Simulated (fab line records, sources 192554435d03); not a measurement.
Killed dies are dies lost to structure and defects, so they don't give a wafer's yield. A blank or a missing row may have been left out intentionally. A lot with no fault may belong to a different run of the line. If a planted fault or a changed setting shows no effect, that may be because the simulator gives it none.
A lot that was struck, set against a sound lot || flow n5Finfet || 14 steps out of a route of 1938
Sound: the wafers L832.1, L832.3, L832.6. Struck: wafer L848.1; the same lot's L848.3 was not struck, so it is left out; see the end for the cause.
Order at every step that has rows: each side's tool, ch and its chambers, its first start. Under that, the readings that differ: sound wafers || struck wafers || difference of the means || sigmas: that difference in standard deviations of wafers without a fault.
alike: a reading whose means differ by less than 2 such deviations, as well as words and numbers matching on both sides. not compared: withheld readings; readings where some wafer has no value; bounds like >300 that might hide an equal value; numbers whose values overlap and for which the record gives no deviation.
Wherever a step has rows on one side only, a row that says differs or no value, or a row with sigmas, the two part there. Non-overlapping numbers with no deviation appear without sigmas and do not part them. Lack of a reading on every wafer of one side parts them only where that side has two or more wafers.

N5_MOL_CONTACT_COAG_SPUTTER_143: material Co, target thk 2.5 nm.
  sound: pvdSputter-02 at day 5 20:07; struck: pvdSputter-03 at day 9 21:16
{"reading": "susceptorTempC (C)", "sound": "24.70 24.87 24.79", "struck": 25.01, "difference": "+0.22", "sigmas": "+2"}
  alike: throttleValvePct
then, 1 step without rows for these wafers: N5_MOL_CONTACT_COAG_CO_FILL_22 (material Co, precursor CCTBA/H2, target thk 20 nm).
N5_MOL_CONTACT_COAG_ANNEAL_113: time 300 s.
  sound on rtpAnneal-01 ch 0, day 5 20:52; struck on rtpAnneal-02 ch 0, day 9 22:10
{"reading": "wafer_temp_C_max", "sound": "401.2 401.7 401.5", "struck": 403.3, "difference": "+1.8", "sigmas": "+3"}
  alike: lampPowerPct, lamp_zone_1_pct
N5_MOL_CONTACT_COAG_PRE_CLEAN_142: time 60 s.
  sound: pvdSputter-01 at day 5 23:10; struck: pvdSputter-01 at day 9 23:14
  alike: heaterPowerW, susceptorTempC
N5_MOL_CONTACT_COAG_SPUTTER_130: material Co, target thk 47.5 nm.
  sound: pvdSputter-01 at day 5 23:13; struck: pvdSputter-01 at day 9 23:18
  alike: susceptorTempC, throttleValvePct
then, 5 steps without rows for these wafers: N5_MOL_CONTACT_COAG_PRECLEAN_125 (cleans in DIW, time 57.5 s); N5_MOL_CONTACT_COAG_SRD_126 (dry time 32 s); N5_MOL_CONTACT_COAG_CMP_23 (polishes, stops on SiO2, t overpolish 1.5 s, target thk 0 nm); N5_MOL_CONTACT_COAG_WET_ETCH_26 (target Co, target depth 13 nm); N5_MOL_CONTACT_COAG_WET_ETCH_116 (etches the open film in SC1-inhibited, target depth 4.6 nm, rinse time 30 s).
N5_MOL_CONTACT_COAG_ALD_27: deposits SiOC, target thk 17 nm, pulse time 1.5 s, time 2720 s.
  sound on aldSin-01 ch 0,2, day 6 00:16; struck on aldSin-02 ch 2, day 10 00:18
{"reading": "aldCycles", "sound": "340 340 340", "struck": 546, "difference": "+206", "sigmas": ""}
{"reading": "runLengthS (s)", "sound": "2769.8 2770.1 2769.5", "struck": 4417.6, "difference": "+1647.8", "sigmas": "+99 or more"}
{"reading": "timeS (s)", "sound": "2720 2720 2720", "struck": 4368, "difference": "+1648", "sigmas": ""}
{"reading": "model.SiOC_of_MOL_CONTACT_COAG_ALD_27.thkNm (nm)", "sound": "17.2 17 17", "struck": 27.4, "difference": "+10.3", "sigmas": ""}
  alike: heaterPowerW, precursorPulseHeightRel, susceptorTempC
  not compared: sinceWetCleanH
N5_MOL_CONTACT_COAG_CMP_28: polishes, stops on SiNx, t overpolish 0.85 s, target thk 14.522 nm.
  sound on cmp-02 ch 2,3, day 6 01:50; struck on cmp-04 ch 0, day 10 01:52
{"reading": "motorCurrentA (A)", "sound": "12.4 14.9 14.5", "struck": 10.9, "difference": -3.0, "sigmas": -2}
  alike: headPressurePsi, platenRpm
-- record jumps: 3 days separate the struck wafers' starts on either side; left off in module MOL_CONTACT_COAG, taken up again in module BEOL_M4, whose first shown step is the route's number 1111 --
N5_BEOL_M4_RC_MEAS_101:
  sound on prober-02 ch 0, day 9 03:23; struck on prober-01 ch 0, day 13 00:59
{"reading": "ION_P (uA/um)", "sound": "454 453 454", "struck": 471, "difference": "+17", "sigmas": "+2"}
  alike: DIBL_N, DIBL_P, IOFF_N, IOFF_P, ION_N, SS_N, SS_P, VT_N, VT_P
N5_PASSIVATION_PROBE_49:
  sound wafers here have rows in the record (prober-01, day 13 05:09); struck ones have none

## WHERE THEY PART
Last at N5_PASSIVATION_PROBE_49 as far as this record goes, first at N5_MOL_CONTACT_COAG_SPUTTER_143.

WHY: what the simulator had put in
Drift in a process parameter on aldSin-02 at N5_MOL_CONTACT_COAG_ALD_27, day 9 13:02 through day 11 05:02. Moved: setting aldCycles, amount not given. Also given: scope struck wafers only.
